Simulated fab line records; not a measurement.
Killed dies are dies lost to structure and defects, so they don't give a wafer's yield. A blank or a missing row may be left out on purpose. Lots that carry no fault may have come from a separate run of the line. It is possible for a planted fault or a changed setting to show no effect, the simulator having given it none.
Matching of chambers -- flow n5 finfet -- 4 sister chambers for N5_SPACER0_ALD_00 on ald sin-02
The step deposits SiOCN, target thk 3.5 nm, pulse time 3 s, purge time 2 s. 16 wafers are shown with their chamber, then 8 later ones without.

== WAFERS, EACH WITH ITS CHAMBER ==
wafer,chamber,heater power w (W),chamber pressure Torr (Torr),precursor pulse height rel
L076.1,0,714,1.995,1.013
L076.4,3,887,2.001,0.980
L076.5,0,716,1.995,0.994
L078.1,2,867,2.000,0.992
L078.5,3,864,1.997,0.959
L078.6,0,731,1.998,1.023
L080.1,2,871,1.997,1.028
L080.3,3,886,1.998,1.001
L080.6,2,872,2.004,0.968
L082.3,2,876,2.001,1.008
L082.4,3,871,1.996,0.993
L082.6,2,877,2.000,0.979
L083.2,3,869,2.001,1.013
L083.4,1,858,2.006,1.001
L083.6,3,881,2.001,1.002
L086.2,2,861,1.996,0.999

SIGNATURES (averages over the wafers above)
reading,chamber 0,chamber 1,chamber 2,chamber 3,scatter within a chamber
heater power w,720.33,858.00,870.67,876.33,8.23
chamber pressure Torr,1.99600,2.00600,1.99967,1.99900,0.00247
precursor pulse height rel,1.01000,1.00100,0.99567,0.99133,0.0195
Rule: for each reading, subtract the chamber's mean from the wafer's reading, divide by that reading's scatter and square the result; add these up over the readings and take the root, which gives the wafer's distance from the chamber. The wafer belongs to the nearest chamber; if the next one is less than 2 further off, it can't be placed. The scatter is the square root of a quotient: the sum, over the shown wafers, of each reading's squared deviation from its chamber's mean, divided by wafers minus chambers.

== WAFERS WHOSE CHAMBER IS MISSING ==
wafer,heater power w (W),chamber pressure Torr (Torr),precursor pulse height rel
L086.3,723,2.003,0.976
L086.5,857,2.000,1.005
L089.1,856,2.000,0.990
L089.5,724,1.995,1.020
L089.6,900,2.001,1.034
L096.1,872,1.999,0.990
L096.4,872,1.994,0.999
L096.5,894,1.995,1.030

== CHAMBER TAKEN BY EACH ==
wafer,from the rows above,in truth
L086.3,0,0
L086.5,can't be placed: 2 or 1 or 3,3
L089.1,can't be placed: 2 or 3 or 1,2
L089.5,0,0
L089.6,can't be placed: 3 or 2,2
L096.1,can't be placed: 2 or 3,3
L096.4,can't be placed: 3 or 2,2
L096.5,can't be placed: 3 or 2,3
2 of 8 placed correctly. From these rows, 6 cannot be placed; in 6 the true chamber is one of the candidates. 0 placed wrongly.
